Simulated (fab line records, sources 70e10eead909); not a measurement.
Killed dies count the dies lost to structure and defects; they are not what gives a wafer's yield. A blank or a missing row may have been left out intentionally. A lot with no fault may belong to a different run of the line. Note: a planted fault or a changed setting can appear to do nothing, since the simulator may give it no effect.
Matching of chambers + flow nand-harc + 4 sister chambers for NHARC_A_BONDPAD_DESCUM_11 on rie-diel-12
The step chemistry O2, time 3 s. 8 wafers are shown with their chamber, then 10 later ones without.

## WAFERS WITH THEIR CHAMBER
| wafer  | chamber | drypump-motor-current-A (A) | rf-vpp-V (V) |
|--------|---------|-----------------------------|--------------|
| L150.3 | 2       | 6.4                         | 57.5         |
| L161.1 | 3       | 5.0                         | 57.1         |
| L161.4 | 1       | 5.3                         | 59.1         |
| L162.1 | 0       | 5.0                         | 58.3         |
| L162.3 | 1       | 5.3                         | 58.5         |
| L162.4 | 2       | 6.3                         | 58.9         |
| L163.2 | 0       | 5.1                         | 58.2         |
| L163.4 | 3       | 5.0                         | 58.6         |

## WAFERS WITHOUT THEIR CHAMBER
| wafer  | drypump-motor-current-A (A) | rf-vpp-V (V) |
|--------|-----------------------------|--------------|
| L163.5 | 5.1                         | 58.7         |
| L166.1 | 5.1                         | 57.5         |
| L166.3 | 6.4                         | 56.5         |
| L166.4 | 5.1                         | 58.2         |
| L164.1 | 5.3                         | 58.3         |
| L164.3 | 5.1                         | 58.5         |
| L164.4 | 6.3                         | 58.1         |
| L167.3 | 5.0                         | 58.4         |
| L167.4 | 6.3                         | 57.0         |
| L167.6 | 5.1                         | 57.1         |

## WHICH CHAMBER EACH ONE RAN IN
| wafer  | from the rows above     | in truth |
|--------|-------------------------|----------|
| L163.5 | can't be placed: 0 or 3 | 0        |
| L166.1 | can't be placed: 0 or 3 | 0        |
| L166.3 | 2                       | 2        |
| L166.4 | can't be placed: 0 or 3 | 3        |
| L164.1 | 1                       | 1        |
| L164.3 | can't be placed: 0 or 3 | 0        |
| L164.4 | 2                       | 2        |
| L167.3 | can't be placed: 3 or 0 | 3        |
| L167.4 | 2                       | 2        |
| L167.6 | can't be placed: 0 or 3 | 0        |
4 of 10 placed correctly. These rows do not allow placing 6 (true chamber among the candidates in 6). Placed wrongly: 0.
How it was worked out, from the rows above alone: a wafer's distance from a chamber is the root of the sum, over the readings, of the square of ((its reading less the chamber's mean) divided by the reading's scatter). If the next closest chamber is less than 2 further off than the closest, the wafer can't be placed; otherwise it belongs to the closest. Each chamber's mean is taken over the wafers shown for it. The scatter: the root of (the sum of the squares of (reading less its chamber's mean) over the shown wafers, divided by (wafers less chambers)).
